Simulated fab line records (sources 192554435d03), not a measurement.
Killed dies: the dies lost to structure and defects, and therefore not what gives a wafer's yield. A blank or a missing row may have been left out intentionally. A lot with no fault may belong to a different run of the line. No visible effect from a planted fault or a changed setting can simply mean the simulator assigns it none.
Chamber matching ; flow n5-finfet ; N5_MOL_CONTACT_COAG_CO_FILL_22 on cvd-co-02 has 3 sister chambers
The step material Co, precursor CCTBA/H2, target thk 20 nm. 6 wafers are shown with their chamber, then 12 later ones without.

## WAFERS WITH THEIR CHAMBER
wafer;chamber;heater-power-w (W);susceptor-temp-C (C)
L080.6;1;255;200.07
L087.4;2;212;200.04
L087.5;0;233;200.27
L090.2;1;253;200.23
L090.4;2;210;199.79
L090.5;0;241;199.90

## WAFERS WITH NO CHAMBER GIVEN
wafer;heater-power-w (W);susceptor-temp-C (C)
L091.2;218;199.92
L091.5;213;200.15
L091.6;235;199.91
L094.1;257;200.07
L094.4;256;199.74
L094.5;239;199.95
L096.3;212;200.10
L096.4;239;200.03
L096.6;247;200.10
L097.2;257;199.70
L097.3;214;199.90
L097.5;238;199.90

## WHICH CHAMBER EACH ONE RAN IN
wafer;from the rows above;in truth
L091.2;2;2
L091.5;2;2
L091.6;0;0
L094.1;1;1
L094.4;1;1
L094.5;0;0
L096.3;2;2
L096.4;0;0
L096.6;can't be placed: 1 or 0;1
L097.2;1;1
L097.3;2;2
L097.5;0;0
Correctly placed: 11 of 12. From these rows, 1 cannot be placed; in 1 the true chamber is one of the candidates. Number placed wrongly: 0.
How it was worked out, from the rows above alone: a wafer's distance from a chamber is the root of the sum, over the readings, of the square of ((its reading less the chamber's mean) divided by the reading's scatter). The wafer belongs to the nearest chamber; if the next one is less than 2 further off, it can't be placed. For every chamber, the mean is computed from those of its wafers that are shown. The scatter: the root of (the sum of the squares of (reading less its chamber's mean) over the shown wafers, divided by (wafers less chambers)).
